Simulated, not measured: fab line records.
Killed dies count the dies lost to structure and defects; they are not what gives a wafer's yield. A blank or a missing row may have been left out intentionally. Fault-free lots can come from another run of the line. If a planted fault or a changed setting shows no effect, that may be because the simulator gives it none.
fab line records	flow nand_harc
[record] lots = 24	wafers = 72	last_day = 24
route steps=1159 shown A_STAIRCASE@620 A_SLIT@790
lots that met no fault: taken from a fault-free run of the same line
start_h: hours from the record's opening day to when the first of the lot's shown wafers began	wait_h: hours since the lot's step before	" same as the row above	L1.1+2: one row covering several wafers at once	- either no value or no given start	* or withheld: withheld	< > ~ a bound
route shown NAME@n: a module of which the file shows steps, and the number in the route of the first	usual: mean/standard deviation of fault-free wafers	same: alike in all rows	chamber/n: place in a boat	sites: each site's reading	_std_site: standard deviation of those values	_edge_site: the outer-site mean with the inner-site mean subtracted	radius_mm: how far each site lies from the wafer's centre	mask NAME#n: copy n	behind: tool/chamber where the wafer was last shaped	hold: reason for holding the lot/hours on hold/outcome of the hold	device: which transistor (n, p or np) failed to switch	end of line: at the end of the route, the tests of the same wafers	step lacking rows: just its recipe	killed: dies lost to structure and defects at the first sort, not the wafer's yield	map: shows each die of a wafer: x if killed, . if not, _ if none is there
set.NAME: the setting the step ran with; set.NAME@STEP: the setting that earlier step ran with	model.NAME: the simulator's own value behind a step, which no gauge read
route steps across a sampled set of lots; one table per step, one row per wafer
services: when a tool's chamber went out of use (start_h, in hours from the record's first day, below 0 if earlier), for how many hours, and the reason
[[steps]]
[step NHARC_A_STAIRCASE_TRIM_226]
[recipe] time_s = 211.2	o2_flow_sccm = 500	ar_flow_sccm = 0	bias_w = 0	chemistry = O2
[usual] drypump_motor_current_A = 5.75/0.26	mfc_ar_sccm = 0.009/0.011	oes_product_au = 0.999/0.0093	rf_vpp_V = 57.5/0.91	showerhead_plenum_p_Torr = 3.44/0.13	throttle_valve_pct = 17.037/0.0094
lot.wafer	tool	chamber	start_h	wait_h	drypump_motor_current_A	mfc_ar_sccm	oes_product_au	rf_hours_counter_h	rf_vpp_V	showerhead_plenum_p_Torr	throttle_valve_pct
L074.3	rie_diel-02	2	-	-	5.88	0	1.014	32	56.7	3.33	17.032
L074.1	"	0	"	"	5.10	0.032	1.012	35	56.9	3.29	17.044
L074.6	"	1	"	"	6.03	0.012	1.000	-	57.1	3.50	17.042
L076.2	rie_diel-05	0	-	-	5.63	0	0.995	29	56.0	3.39	17.039
L076.4	"	1	"	"	5.73	0.034	1.007	30	58.8	3.61	17.042
L076.5	"	0	"	"	5.64	0	0.990	-	58.9	3.39	17.030
L078.1	rie_diel-05	0	-	-	5.63	0	0.986	33	57.2	3.39	17.044
L078.4	"	3	"	"	5.56	0.030	0.994	37	56.5	3.66	17.038
L078.6	"	0	"	"	5.63	0	0.989	-	57.4	3.39	17.038
L077.4	rie_diel-11	0	-	-	6.15	0	1.011	19	57.8	3.38	17.057
L077.2	"	2	"	"	5.97	0.011	0.990	24	57.0	3.37	17.037
L077.6	"	0	"	"	6.15	0	1.018	-	56.3	3.38	17.043
L075.3	rie_diel-11	2	-	-	5.95	0.011	1.005	26	58.5	3.37	17.039
L075.6	"	2	"	"	5.97	0.011	1.007	-	57.5	3.37	17.033
L075.5	"	3	"	"	5.40	0	0.994	-	58.8	3.67	17.045
L080.2	rie_diel-02	2	-	-	5.87	0	1.010	40	57.2	3.33	17.016
L080.1	"	3	"	"	5.66	0.014	1.016	44	58.2	3.56	17.027
L080.6	"	2	"	"	5.83	0	1.009	-	57.1	3.33	17.035
L079.4	rie_diel-11	0	-	-	6.15	0	1.011	21	57.7	3.38	17.027
L079.1	"	1	"	"	5.64	0.010	0.991	25	56.9	3.33	17.025
L079.6	"	3	"	"	5.40	0	0.998	-	59.0	3.67	17.036
L081.3	rie_diel-11	1	-	-	5.65	0.010	0.993	31	57.3	3.33	17.043
L081.4	"	2	"	"	5.96	0.011	0.990	34	56.9	3.37	17.019
L081.2	"	0	"	"	6.10	0	1.000	28	56.3	3.37	17.044
L082.3	rie_diel-11	2	-	-	5.97	0.011	0.993	34	58.1	3.37	17.032
L082.4	"	3	"	"	5.39	0	0.980	29	58.9	3.66	17.033
L082.6	"	3	"	"	5.40	0	0.987	-	58.0	3.66	17.044
L083.1	rie_diel-11	2	-	-	5.96	0.011	0.992	36	57.7	3.37	17.040
L083.5	"	0	"	"	6.15	0	0.994	-	56.5	3.37	17.018
L083.6	"	1	"	"	5.59	0.010	0.985	-	56.8	3.33	17.038
L085.2	rie_diel-05	0	-	-	5.63	0	0.994	44	57.1	3.38	17.023
L085.4	"	0	"	"	5.63	0	0.987	-	56.5	3.38	17.031
L085.6	"	2	"	"	5.49	0	0.996	-	59.4	3.57	17.041
L084.1	rie_diel-11	3	-	-	5.38	0	0.996	34	57.5	3.66	17.026
L084.5	"	0	"	"	6.12	0	1.006	-	58.0	3.37	17.031
L084.6	"	1	"	"	5.60	0.010	0.988	-	56.6	3.32	17.042
L087.3	rie_diel-02	2	-	-	5.84	0	1.015	56	58.9	3.32	17.033
L087.4	"	0	"	"	5.11	0.032	1.020	60	56.1	3.27	17.049
L087.5	"	1	"	"	5.99	0.012	1.016	-	57.1	3.48	17.035
L086.1	rie_diel-11	0	-	-	6.12	0	1.001	43	57.9	3.37	17.039
L086.3	"	1	"	"	5.62	0.010	1.004	45	57.2	3.32	17.039
L086.2	"	2	"	"	5.96	0.011	0.989	47	56.2	3.36	17.035
L089.3	rie_diel-11	2	-	-	5.96	0.011	0.995	49	56.8	3.36	17.037
L089.4	"	2	"	"	5.97	0.011	0.995	-	58.8	3.36	17.050
L089.6	"	0	"	"	6.13	0	1.001	-	56.9	3.36	17.045
L088.1	rie_diel-11	0	-	-	6.16	0	1.012	45	56.9	3.36	17.046
L088.4	"	2	"	"	5.96	0.011	0.997	-	57.7	3.36	17.022
L088.6	"	0	"	"	6.17	0	1.023	-	58.4	3.36	17.027
L090.2	rie_diel-11	0	-	-	6.11	0	1.010	50	55.6	3.36	17.031
L090.5	"	2	"	"	5.98	0.011	0.995	-	57.6	3.36	17.029
L090.4	"	0	"	"	6.12	0	1.005	-	57.2	3.36	17.027
L091.3	rie_diel-11	2	-	-	5.97	0.011	0.989	54	57.4	3.36	17.044
L091.5	"	2	"	"	5.96	0.011	0.991	-	56.1	3.36	17.043
L091.4	"	0	"	"	6.13	0	1.009	-	57.2	3.36	17.030
L092.1	rie_diel-11	0	-	-	6.12	0	1.008	51	58.0	3.36	17.040
L092.5	"	2	"	"	5.96	0.011	0.987	-	57.6	3.36	17.044
L092.4	"	0	"	"	6.13	0	1.010	-	58.3	3.36	17.035
L093.1	rie_diel-05	2	-	-	5.51	0	1.008	1	56.2	3.57	17.036
L093.2	"	0	"	"	5.60	0	1.002	2	57.1	3.38	17.029
L093.5	"	1	"	"	5.72	0.034	1.001	-	57.8	3.60	17.041
L094.2	rie_diel-11	2	-	-	5.98	0.011	0.993	59	59.1	3.35	17.030
L094.1	"	3	"	"	5.39	0	0.999	41	57.4	3.66	17.050
L094.3	"	0	"	"	6.14	0	1.013	57	56.5	3.36	17.022
L095.2	rie_diel-05	0	-	-	5.64	0	0.997	4	57.0	3.37	17.030
L095.6	"	1	"	"	5.71	0.034	0.987	-	58.9	3.59	17.039
L095.5	"	2	"	"	5.49	0	0.997	-	56.4	3.56	17.022
L096.3	rie_diel-05	3	-	-	5.56	0.030	1.016	11	56.9	3.64	17.041
L096.1	"	0	"	"	5.61	0	1.004	11	56.8	3.37	17.030
L096.5	"	2	"	"	5.52	0	1.003	-	57.1	3.56	17.017
L097.1	rie_diel-05	0	-	-	5.61	0	1.009	15	58.7	3.37	17.054
L097.5	"	1	"	"	5.71	0.034	0.989	-	58.1	3.59	17.026
L097.6	"	2	"	"	5.48	0	1.003	-	59.3	3.56	17.025
[step NHARC_A_STAIRCASE_ETCH_227]
[recipe] target_depth_a = 1000	time_s = 40.5	ion_energy_ev = 400	c4f8_flow_sccm = 20	o2_flow_sccm = 10	ar_flow_sccm = withheld	rf_w = 600	bias_w = 1000	chemistry = C4F8/O2
[usual] oes_product_au = 0.939/0.013	rf_vpp_V = 893/5
lot.wafer	tool	chamber	start_h	wait_h	oes_product_au	rf_hours_counter_h	rf_vpp_V
L074.1	rie_diel-02	0	-	-	0.965	35	887
L074.3	"	1	"	"	0.945	33	895
L074.6	"	3	"	"	0.965	-	897
L076.4	rie_diel-05	0	-	-	0.931	29	891
L076.2	"	1	"	"	0.946	30	899
L076.5	"	0	"	"	0.932	-	892
L078.4	rie_diel-05	1	-	-	0.931	34	899
L078.1	"	3	"	"	0.944	37	901
L078.6	"	2	"	"	0.938	-	899
L077.4	rie_diel-11	0	-	-	0.939	19	891
L077.2	"	2	"	"	0.936	24	890
L077.6	"	0	"	"	0.943	-	891
L075.3	rie_diel-11	2	-	-	0.942	26	892
L075.5	"	0	"	"	0.965	-	891
L075.6	"	1	"	"	0.940	-	890
L080.1	rie_diel-02	3	-	-	0.959	44	898
L080.2	"	2	"	"	0.943	40	889
L080.6	"	3	"	"	0.956	-	897
L079.1	rie_diel-11	3	-	-	0.929	23	900
L079.4	"	0	"	"	0.964	21	889
L079.6	"	0	"	"	0.957	-	890
L081.4	rie_diel-11	3	-	-	0.912	29	902
L081.2	"	1	"	"	0.930	31	889
L081.3	"	2	"	"	0.928	34	890
L082.4	rie_diel-11	3	-	-	0.923	29	902
L082.3	"	2	"	"	0.921	34	891
L082.6	"	3	"	"	0.906	-	901
L083.1	rie_diel-11	3	-	-	0.960	31	901
L083.6	"	3	"	"	0.945	-	901
L083.5	"	0	"	"	0.944	-	891
L085.2	rie_diel-05	0	-	-	0.915	44	890
L085.6	"	3	"	"	0.932	-	901
L085.4	"	0	"	"	0.928	-	890
L084.1	rie_diel-11	3	-	-	0.930	34	902
L084.5	"	2	"	"	0.937	-	891
L084.6	"	3	"	"	0.927	-	900
L087.3	rie_diel-02	1	-	-	0.943	60	894
L087.4	"	2	"	"	0.948	56	888
L087.5	"	3	"	"	0.944	-	897
L086.1	rie_diel-11	1	-	-	0.931	45	888
L086.2	"	2	"	"	0.920	47	891
L086.3	"	0	"	"	0.954	43	892
L089.3	rie_diel-11	1	-	-	0.938	47	888
L089.6	"	1	"	"	0.937	-	888
L089.4	"	0	"	"	0.945	-	890
L088.1	rie_diel-11	2	-	-	0.951	49	889
L088.4	"	2	"	"	0.943	-	890
L088.6	"	0	"	"	0.955	-	890
L090.2	rie_diel-11	0	-	-	0.944	50	890
L090.5	"	2	"	"	0.925	-	890
L090.4	"	0	"	"	0.948	-	889
L091.3	rie_diel-11	0	-	-	0.935	50	890
L091.4	"	1	"	"	0.917	-	888
L091.5	"	2	"	"	0.910	-	890
L092.4	rie_diel-11	1	-	-	0.918	53	888
L092.1	"	3	"	"	0.926	36	901
L092.5	"	0	"	"	0.937	-	889
L093.2	rie_diel-05	2	-	-	0.946	2	897
L093.1	"	0	"	"	0.940	2	890
L093.5	"	3	"	"	0.964	-	901
L094.1	rie_diel-11	2	-	-	0.933	60	890
L094.2	"	3	"	"	0.944	41	902
L094.3	"	0	"	"	0.971	57	889
L095.2	rie_diel-05	1	-	-	0.935	3	900
L095.5	"	1	"	"	0.933	-	899
L095.6	"	2	"	"	0.944	-	897
L096.3	rie_diel-05	3	-	-	0.946	11	900
L096.1	"	0	"	"	0.952	11	890
L096.5	"	3	"	"	0.947	-	900
L097.1	rie_diel-05	0	-	-	0.944	15	890
L097.6	"	1	"	"	0.927	-	900
L097.5	"	2	"	"	0.944	-	897
[step NHARC_A_STAIRCASE_ETCH_230]
[recipe] target_depth_a = 1000	time_s = 40.5	ion_energy_ev = 400	c4f8_flow_sccm = 20	o2_flow_sccm = 10	ar_flow_sccm = withheld	rf_w = 600	bias_w = 1000	chemistry = C4F8/O2
[usual] oes_product_au = 0.947/0.018	rf_vpp_V = 893/5
lot.wafer	tool	chamber	start_h	wait_h	oes_product_au	rf_hours_counter_h	rf_vpp_V
L074.3	rie_diel-02	0	-	-	0.957	35	887
L074.1	"	1	"	"	0.955	33	894
L074.6	"	3	"	"	0.954	-	897
L076.4	rie_diel-05	3	-	-	0.952	33	903
L076.2	"	1	"	"	0.941	30	898
L076.5	"	3	"	"	0.952	-	901
L078.1	rie_diel-02	0	-	-	0.923	43	887
L078.4	"	1	"	"	0.928	39	895
L078.6	"	3	"	"	0.936	-	898
L077.2	rie_diel-11	0	-	-	0.961	19	890
L077.4	"	2	"	"	0.931	24	891
L077.6	"	0	"	"	0.959	-	892
L075.3	rie_diel-11	2	-	-	0.941	26	890
L075.5	"	1	"	"	0.936	-	890
L075.6	"	2	"	"	0.935	-	891
L080.1	rie_diel-05	1	-	-	0.927	36	899
L080.2	"	2	"	"	0.908	41	898
L080.6	"	1	"	"	0.934	-	901
L079.4	rie_diel-11	3	-	-	0.930	23	902
L079.1	"	0	"	"	0.931	22	891
L079.6	"	2	"	"	0.924	-	890
L081.3	rie_diel-02	0	-	-	0.961	53	886
L081.2	"	1	"	"	0.962	50	894
L081.4	"	3	"	"	0.973	51	897
L082.4	rie_diel-02	0	-	-	0.941	53	885
L082.3	"	3	"	"	0.944	51	898
L082.6	"	1	"	"	0.955	-	896
L083.1	rie_diel-02	3	-	-	0.985	53	897
L083.6	"	0	"	"	0.990	-	887
L083.5	"	1	"	"	0.994	-	895
L085.2	rie_diel-05	3	-	-	0.943	50	901
L085.4	"	2	"	"	0.938	-	896
L085.6	"	3	"	"	0.933	-	900
L084.1	rie_diel-05	3	-	-	0.958	51	900
L084.6	"	3	"	"	0.958	-	900
L084.5	"	0	"	"	0.953	-	890
L087.3	rie_diel-05	0	-	-	0.946	47	891
L087.5	"	0	"	"	0.958	-	892
L087.4	"	3	"	"	0.960	-	900
L086.1	rie_diel-05	3	-	-	0.965	62	901
L086.2	"	0	"	"	0.953	55	890
L086.3	"	1	"	"	0.984	52	899
L089.3	rie_diel-05	3	-	-	0.947	62	900
L089.4	"	0	"	"	0.930	56	889
L089.6	"	2	"	"	0.950	-	896
L088.1	rie_diel-11	1	-	-	0.926	48	888
L088.6	"	1	"	"	0.924	-	889
L088.4	"	0	"	"	0.934	-	891
L090.4	rie_diel-11	1	-	-	0.928	53	888
L090.2	"	2	"	"	0.915	55	889
L090.5	"	1	"	"	0.919	-	889
L091.3	rie_diel-11	2	-	-	0.931	55	890
L091.4	"	3	"	"	0.928	36	901
L091.5	"	2	"	"	0.930	-	891
L092.1	rie_diel-11	2	-	-	0.933	55	888
L092.4	"	0	"	"	0.948	51	890
L092.5	"	1	"	"	0.932	-	888
L093.1	rie_diel-02	3	-	-	0.953	8	897
L093.2	"	0	"	"	0.971	8	905
L093.5	"	3	"	"	0.962	-	897
L094.2	rie_diel-11	0	-	-	0.961	57	889
L094.1	"	1	"	"	0.943	59	889
L094.3	"	3	"	"	0.943	41	901
L095.2	rie_diel-05	0	-	-	0.949	4	891
L095.6	"	2	"	"	0.957	-	898
L095.5	"	3	"	"	0.955	-	901
L096.3	rie_diel-11	0	-	-	0.981	1	889
L096.1	"	1	"	"	0.966	1	888
L096.5	"	0	"	"	0.971	-	891
L097.1	rie_diel-11	1	-	-	0.955	5	888
L097.5	"	3	"	"	0.943	-	901
L097.6	"	0	"	"	0.951	-	890
[step NHARC_A_STAIRCASE_TRIM_233]
[recipe] time_s = 211.2	o2_flow_sccm = 500	ar_flow_sccm = 0	bias_w = 0	chemistry = O2
[usual] drypump_motor_current_A = 5.67/0.28	mfc_ar_sccm = 0.011/0.012	oes_product_au = 1.000/0.0096	rf_vpp_V = 57.7/0.83	showerhead_plenum_p_Torr = 3.47/0.14	throttle_valve_pct = 17.036/0.0095
lot.wafer	tool	chamber	start_h	wait_h	drypump_motor_current_A	mfc_ar_sccm	oes_product_au	rf_hours_counter_h	rf_vpp_V	showerhead_plenum_p_Torr	throttle_valve_pct
L074.3	rie_diel-02	0	-	-	5.11	0.032	1.008	35	58.4	3.29	17.035
L074.1	"	1	"	"	5.99	0.012	0.996	33	56.9	3.49	17.033
L074.6	"	0	"	"	5.10	0.032	1.003	-	56.8	3.29	17.028
L076.4	rie_diel-05	1	-	-	5.70	0.034	1.010	30	58.1	3.61	17.037
L076.2	"	2	"	"	5.52	0	1.000	35	57.3	3.58	17.024
L076.5	"	1	"	"	5.72	0.034	1.014	-	57.6	3.61	17.021
L078.4	rie_diel-02	1	-	-	6.03	0.012	0.996	40	57.8	3.49	17.039
L078.1	"	2	"	"	5.83	0	1.015	39	57.5	3.33	17.024
L078.6	"	0	"	"	5.11	0.032	1.002	-	56.1	3.28	17.026
L077.2	rie_diel-11	1	-	-	5.64	0.010	0.996	23	56.9	3.33	17.036
L077.4	"	0	"	"	6.14	0	1.009	19	57.3	3.38	17.029
L077.6	"	1	"	"	5.65	0.010	0.990	-	57.1	3.33	17.037
L075.3	rie_diel-11	3	-	-	5.40	0	1.002	22	56.5	3.67	17.046
L075.5	"	0	"	"	6.08	0	0.995	-	56.9	3.38	17.043
L075.6	"	1	"	"	5.64	0.010	0.989	-	57.4	3.33	17.029
L080.1	rie_diel-05	1	-	-	5.68	0.034	1.007	36	57.4	3.61	17.042
L080.2	"	3	"	"	5.55	0.030	0.990	40	57.1	3.66	17.050
L080.6	"	2	"	"	5.47	0	0.995	-	58.1	3.58	17.027
L079.1	rie_diel-11	3	-	-	5.39	0	0.997	23	57.4	3.67	17.032
L079.4	"	2	"	"	5.96	0.011	0.987	27	58.3	3.37	17.038
L079.6	"	3	"	"	5.38	0	0.988	-	57.6	3.67	17.018
L081.4	rie_diel-02	0	-	-	5.11	0.032	1.000	53	56.7	3.28	17.051
L081.3	"	2	"	"	5.83	0	1.012	48	57.9	3.32	17.035
L081.2	"	3	"	"	5.68	0.014	1.003	51	57.2	3.56	17.038
L082.4	rie_diel-02	1	-	-	6.02	0.012	1.012	50	58.3	3.49	17.033
L082.3	"	3	"	"	5.67	0.014	1.007	52	57.5	3.56	17.040
L082.6	"	1	"	"	6.05	0.012	1.001	-	57.6	3.49	17.034
L083.1	rie_diel-02	0	-	-	5.11	0.032	1.005	56	57.8	3.28	17.037
L083.5	"	3	"	"	5.67	0.014	1.019	-	58.1	3.56	17.049
L083.6	"	0	"	"	5.10	0.032	1.004	-	57.2	3.28	17.039
L085.2	rie_diel-05	2	-	-	5.49	0	0.997	52	58.2	3.57	17.037
L085.4	"	3	"	"	5.54	0.030	0.988	-	58.5	3.65	17.045
L085.6	"	0	"	"	5.63	0	0.987	-	57.7	3.38	17.052
L084.1	rie_diel-05	0	-	-	5.63	0	0.997	46	56.6	3.38	17.014
L084.5	"	2	"	"	5.51	0	0.998	-	57.9	3.57	17.023
L084.6	"	3	"	"	5.53	0.030	0.995	-	57.9	3.65	17.032
L087.3	rie_diel-05	3	-	-	5.55	0.030	0.990	53	57.4	3.65	17.044
L087.4	"	3	"	"	5.55	0.030	0.993	-	57.9	3.65	17.026
L087.5	"	0	"	"	5.63	0	0.989	-	58.2	3.38	17.037
L086.3	rie_diel-05	3	-	-	5.56	0.030	1.005	62	58.6	3.65	17.027
L086.2	"	0	"	"	5.60	0	0.988	55	57.2	3.38	17.061
L086.1	"	1	"	"	5.70	0.034	1.009	52	57.9	3.60	17.041
L089.4	rie_diel-05	0	-	-	5.62	0	0.987	56	58.9	3.38	17.036
L089.3	"	2	"	"	5.54	0	1.004	64	56.5	3.57	17.032
L089.6	"	0	"	"	5.63	0	0.990	-	57.2	3.38	17.039
L088.1	rie_diel-11	2	-	-	5.96	0.011	0.998	50	57.0	3.36	17.037
L088.4	"	1	"	"	5.65	0.010	0.995	-	55.0	3.32	17.038
L088.6	"	0	"	"	6.13	0	1.001	-	58.0	3.36	17.039
L090.4	rie_diel-11	2	-	-	5.98	0.011	0.993	55	58.3	3.36	17.013
L090.2	"	0	"	"	6.14	0	1.007	51	56.2	3.36	17.032
L090.5	"	3	"	"	5.39	0	0.975	-	58.3	3.66	17.042
L091.4	rie_diel-11	1	-	-	5.63	0.010	0.988	54	55.9	3.31	17.032
L091.3	"	2	"	"	5.94	0.011	0.985	55	56.1	3.36	17.033
L091.5	"	0	"	"	6.08	0	1.011	-	57.4	3.36	17.046
L092.4	rie_diel-11	1	-	-	5.65	0.010	0.996	54	58.2	3.31	17.031
L092.1	"	2	"	"	5.96	0.011	0.999	56	57.1	3.36	17.041
L092.5	"	3	"	"	5.39	0	0.990	-	57.7	3.66	17.017
L093.1	rie_diel-02	1	-	-	6.02	0.012	1.002	8	58.2	3.47	17.043
L093.2	"	0	"	"	5.12	0.032	1.016	8	58.8	3.80	17.030
L093.5	"	1	"	"	6.03	0.012	1.001	-	56.0	3.47	17.024
L094.1	rie_diel-11	2	-	-	5.98	0.011	0.990	60	57.4	3.35	17.040
L094.2	"	3	"	"	5.38	0	0.993	42	56.5	3.66	17.051
L094.3	"	1	"	"	5.63	0.010	1.004	59	57.2	3.31	17.019
L095.2	rie_diel-05	0	-	-	5.60	0	1.019	5	57.3	3.37	17.029
L095.6	"	2	"	"	5.49	0	1.007	-	58.5	3.56	17.047
L095.5	"	3	"	"	5.55	0.030	1.019	-	59.4	3.64	17.032
L096.3	rie_diel-11	0	-	-	6.12	0	1.007	1	56.8	3.36	17.027
L096.1	"	2	"	"	5.97	0.011	1.014	1	58.4	3.35	17.045
L096.5	"	0	"	"	6.11	0	1.008	-	56.5	3.36	17.044
L097.1	rie_diel-11	2	-	-	5.93	0.011	1.009	5	58.4	3.35	17.043
L097.6	"	2	"	"	5.98	0.011	0.997	-	57.5	3.35	17.045
L097.5	"	3	"	"	5.38	0	0.999	-	57.3	3.65	17.032
[step NHARC_A_STAIRCASE_CMP_472]
[recipe] material = SiO2
[usual] motor_current_A = 12.2/0.93	retaining_ring_pressure_frac = 1.000/0.0051
lot.wafer	tool	chamber	start_h	wait_h	motor_current_A	retaining_ring_pressure_frac
L074.1	cmp-02	3	309.49	0.2	12.2	0.998
L074.3	"	2	"	"	10.8	1.002
L074.6	"	0	"	"	11.6	1.006
L076.2	cmp-03	1	324.84	0.2	10.7	0.996
L076.4	"	0	"	"	11.0	1.002
L076.5	"	1	"	"	10.1	1.001
L077.2	cmp-02	0	325.83	0.3	11.1	1.003
L077.4	"	1	"	"	13.0	0.992
L077.6	"	3	"	"	11.9	1.001
L075.3	cmp-03	0	326.08	0.2	10.8	0.999
L075.6	"	0	"	"	10.8	1.001
L075.5	"	1	"	"	10.8	1.002
L079.4	cmp-02	3	327.60	0.2	12.4	0.998
L079.1	"	0	"	"	11.3	1.003
L079.6	"	2	"	"	11.6	1.002
L078.1	cmp-02	0	327.77	0.3	11.3	1.009
L078.4	"	1	"	"	12.9	0.994
L078.6	"	3	"	"	11.6	1.000
L080.1	cmp-02	2	328.92	0.2	11.1	1.006
L080.2	"	3	"	"	11.5	1.003
L080.6	"	2	"	"	11.3	1.001
L081.2	cmp-01	3	355.39	0.2	12.7	0.996
L081.4	"	0	"	"	11.3	0.997
L081.3	"	2	"	"	12.8	0.999
L082.3	cmp-01	2	355.77	0.2	12.7	1.005
L082.4	"	3	"	"	12.4	0.995
L082.6	"	2	"	"	12.7	1.002
L083.1	cmp-01	2	368.50	0.2	12.1	1.000
L083.6	"	1	"	"	13.4	1.000
L083.5	"	2	"	"	13.7	0.987
L085.2	cmp-02	2	368.79	0.2	11.1	0.991
L085.4	"	3	"	"	11.6	1.009
L085.6	"	3	"	"	11.6	0.998
L084.1	cmp-02	0	370.33	0.2	11.0	0.997
L084.5	"	3	"	"	11.9	0.993
L084.6	"	0	"	"	11.2	1.007
L087.4	cmp-02	2	381.56	0.2	11.4	1.002
L087.3	"	1	"	"	13.3	0.997
L087.5	"	3	"	"	12.5	0.992
L086.2	cmp-03	0	398.65	0.2	10.9	1.007
L086.3	"	1	"	"	10.8	0.993
L086.1	"	2	"	"	12.9	1.004
L088.1	cmp-01	2	399.35	0.2	12.7	0.994
L088.4	"	3	"	"	12.3	0.994
L088.6	"	2	"	"	13.1	0.995
L089.4	cmp-01	1	401.38	0.1	13.6	1.018
L089.3	"	3	"	"	13.2	0.999
L089.6	"	2	"	"	12.7	0.996
L090.4	cmp-02	1	406.05	0.2	13.0	0.998
L090.2	"	3	"	"	11.5	0.996
L090.5	"	2	"	"	11.9	0.995
L092.1	cmp-02	0	406.22	0.2	10.8	0.995
L092.4	"	3	"	"	11.6	0.997
L092.5	"	1	"	"	13.3	0.992
L091.4	cmp-03	3	411.84	0.1	13.0	1.003
L091.3	"	0	"	"	11.4	0.991
L091.5	"	3	"	"	12.9	1.005
L095.2	cmp-01	3	417.14	0.2	12.7	0.997
L095.6	"	2	"	"	13.3	0.993
L095.5	"	3	"	"	13.2	0.994
L093.2	cmp-02	3	417.25	0.2	12.0	0.991
L093.1	"	0	"	"	10.9	0.994
L093.5	"	3	"	"	12.0	1.000
L094.2	cmp-01	2	418.44	0.2	13.2	1.003
L094.3	"	3	"	"	13.1	0.991
L094.1	"	0	"	"	12.1	0.996
L096.1	cmp-02	2	436.46	0.3	11.4	0.996
L096.3	"	0	"	"	11.1	0.989
L096.5	"	2	"	"	12.1	1.002
L097.1	cmp-01	2	451.57	0.3	13.2	0.999
L097.5	"	1	"	"	13.1	0.999
L097.6	"	2	"	"	13.3	1.005
[step NHARC_A_SLIT_CD_MEAS_09]
[recipe] target_cd_nm = 300	landing_energy_ev = 500
[usual] cd_nm = 300.0/0.61
lot.wafer	tool	chamber	start_h	wait_h	cd_nm
L074.1	cd_sem-01	0	321.23	-	300.0
L074.3	"	0	"	"	299.3
L074.6	"	0	"	"	299.9
L075.3	cd_sem-01	0	335.95	-	300.3
L075.5	"	0	"	"	300.6
L075.6	"	0	"	"	300.3
L077.2	cd_sem-01	0	336.10	-	300.0
L077.4	"	0	"	"	299.7
L077.6	"	0	"	"	299.7
L078.1	cd_sem-02	0	337.51	-	299.6
L078.4	"	0	"	"	300.3
L078.6	"	0	"	"	299.8
L079.1	cd_sem-01	0	337.90	-	299.9
L079.4	"	0	"	"	299.6
L079.6	"	0	"	"	299.7
L076.2	cd_sem-02	0	338.06	-	299.7
L076.4	"	0	"	"	300.2
L076.5	"	0	"	"	299.6
L080.1	cd_sem-03	0	341.96	-	299.8
L080.2	"	0	"	"	300.4
L080.6	"	0	"	"	300.1
L081.2	cd_sem-03	0	368.72	-	300.5
L081.3	"	0	"	"	300.1
L081.4	"	0	"	"	301.1
L082.3	cd_sem-01	0	369.11	-	300.1
L082.4	"	0	"	"	300.2
L082.6	"	0	"	"	299.8
L084.1	cd_sem-01	0	378.92	-	300.9
L084.5	"	0	"	"	301.4
L084.6	"	0	"	"	300.6
L085.2	cd_sem-01	0	380.30	-	299.9
L085.4	"	0	"	"	299.9
L085.6	"	0	"	"	299.8
L083.1	cd_sem-02	0	380.50	-	300.5
L083.5	"	0	"	"	300.5
L083.6	"	0	"	"	300.5
L087.3	cd_sem-01	0	392.54	-	299.0
L087.4	"	0	"	"	299.6
L087.5	"	0	"	"	299.4
L086.1	cd_sem-02	0	409.69	-	298.7
L086.2	"	0	"	"	299.8
L086.3	"	0	"	"	300.1
L089.3	cd_sem-02	0	409.96	-	299.9
L089.4	"	0	"	"	300.4
L089.6	"	0	"	"	300.1
L088.1	cd_sem-02	0	411.65	-	299.6
L088.4	"	0	"	"	300.6
L088.6	"	0	"	"	301.1
L090.2	cd_sem-02	0	417.85	-	300.3
L090.4	"	0	"	"	299.9
L090.5	"	0	"	"	300.1
L092.1	cd_sem-01	0	419.80	-	300.1
L092.4	"	0	"	"	299.8
L092.5	"	0	"	"	300.3
L091.3	cd_sem-02	0	423.16	-	300.7
L091.4	"	0	"	"	299.7
L091.5	"	0	"	"	299.9
L094.1	cd_sem-02	0	429.04	-	299.2
L094.2	"	0	"	"	299.7
L094.3	"	0	"	"	299.8
L093.1	cd_sem-01	0	429.32	-	299.1
L093.2	"	0	"	"	299.1
L093.5	"	0	"	"	299.4
L095.2	cd_sem-03	0	429.52	-	301.2
L095.5	"	0	"	"	301.5
L095.6	"	0	"	"	301.1
L096.1	cd_sem-01	0	448.99	-	299.4
L096.3	"	0	"	"	299.9
L096.5	"	0	"	"	300.3
L097.1	cd_sem-02	0	461.00	-	300.3
L097.5	"	0	"	"	299.7
L097.6	"	0	"	"	299.8
[[services]]
tool	chamber	start_h	hours	kind
rie_diel-11	3	230.67	8.3	repair
rie_diel-11	0	231.29	6.4	repair
cmp-02	-	255.92	4.0	pm
rie_diel-02	2	274.32	1.4	repair
rie_diel-11	3	278.25	3.4	repair
cmp-01	-	278.98	4.0	pm
rie_diel-05	0	294.72	5.7	repair
rie_diel-02	0	303.23	3.9	repair
rie_diel-05	1	305.50	14.4	repair
rie_diel-11	3	319.62	27.1	repair
rie_diel-11	2	319.79	1.4	repair
rie_diel-02	-	327.82	9.0	pm
rie_diel-05	-	340.70	9.0	pm
rie_diel-05	-	352.65	0.9	repair
cmp-02	-	353.92	4.0	pm
rie_diel-11	-	367.18	9.0	pm
cmp-02	-	377.83	3.5	repair
rie_diel-05	3	381.74	12.5	repair
rie_diel-02	2	393.04	4.7	repair
cmp-02	-	393.84	1.6	repair
cmp-02	-	403.69	1.1	repair
rie_diel-05	1	423.83	4.1	repair
rie_diel-11	1	427.98	3.9	repair
rie_diel-02	1	432.13	43.9	repair
[[key]]
fault none
